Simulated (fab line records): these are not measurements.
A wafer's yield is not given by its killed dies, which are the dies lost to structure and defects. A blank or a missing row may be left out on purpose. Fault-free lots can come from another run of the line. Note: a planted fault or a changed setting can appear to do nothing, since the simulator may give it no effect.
Matching of chambers || flow nand_harc || NHARC_A_CONTACT_DESCUM_47 on rie_diel-05: 4 sister chambers
The step chemistry O2, time 3 s. 4 wafers are shown with their chamber, then 9 later ones without.

## WAFERS PAIRED WITH THEIR CHAMBERS
{"wafer": "L094.4", "chamber": 1, "drypump_motor_current_A (A)": 4.9}
{"wafer": "L094.5", "chamber": 2, "drypump_motor_current_A (A)": 5.7}
{"wafer": "L092.3", "chamber": 0, "drypump_motor_current_A (A)": 6.0}
{"wafer": "L092.5", "chamber": 3, "drypump_motor_current_A (A)": 5.2}

## WAFERS WITHOUT THEIR CHAMBER
{"wafer": "L093.3", "drypump_motor_current_A (A)": 5.7}
{"wafer": "L093.5", "drypump_motor_current_A (A)": 5.2}
{"wafer": "L093.6", "drypump_motor_current_A (A)": 5.9}
{"wafer": "L095.3", "drypump_motor_current_A (A)": 6.0}
{"wafer": "L095.5", "drypump_motor_current_A (A)": 5.2}
{"wafer": "L095.6", "drypump_motor_current_A (A)": 5.7}
{"wafer": "L097.2", "drypump_motor_current_A (A)": 6.0}
{"wafer": "L097.3", "drypump_motor_current_A (A)": 4.9}
{"wafer": "L097.4", "drypump_motor_current_A (A)": 5.3}

## EACH ONE'S CHAMBER
{"wafer": "L093.3", "from the rows above": 2, "in truth": 2}
{"wafer": "L093.5", "from the rows above": 3, "in truth": 3}
{"wafer": "L093.6", "from the rows above": 0, "in truth": 0}
{"wafer": "L095.3", "from the rows above": 0, "in truth": 0}
{"wafer": "L095.5", "from the rows above": 3, "in truth": 3}
{"wafer": "L095.6", "from the rows above": 2, "in truth": 2}
{"wafer": "L097.2", "from the rows above": 0, "in truth": 0}
{"wafer": "L097.3", "from the rows above": 1, "in truth": 1}
{"wafer": "L097.4", "from the rows above": 3, "in truth": 3}
Placed correctly: 9 of 9. Number that these rows cannot place: 0. Number placed wrongly: 0.
How it was worked out, from the rows above alone: a wafer's distance from a chamber is the root of the sum, over the readings, of the square of ((its reading less the chamber's mean) divided by the reading's scatter). The wafer belongs to the nearest chamber; if the next one is less than 2 further off, it can't be placed. For every chamber, the mean is computed from those of its wafers that are shown. The scatter: with one shown wafer a chamber, the root of the mean of the squares of how far each hidden wafer lies from its nearest shown one.
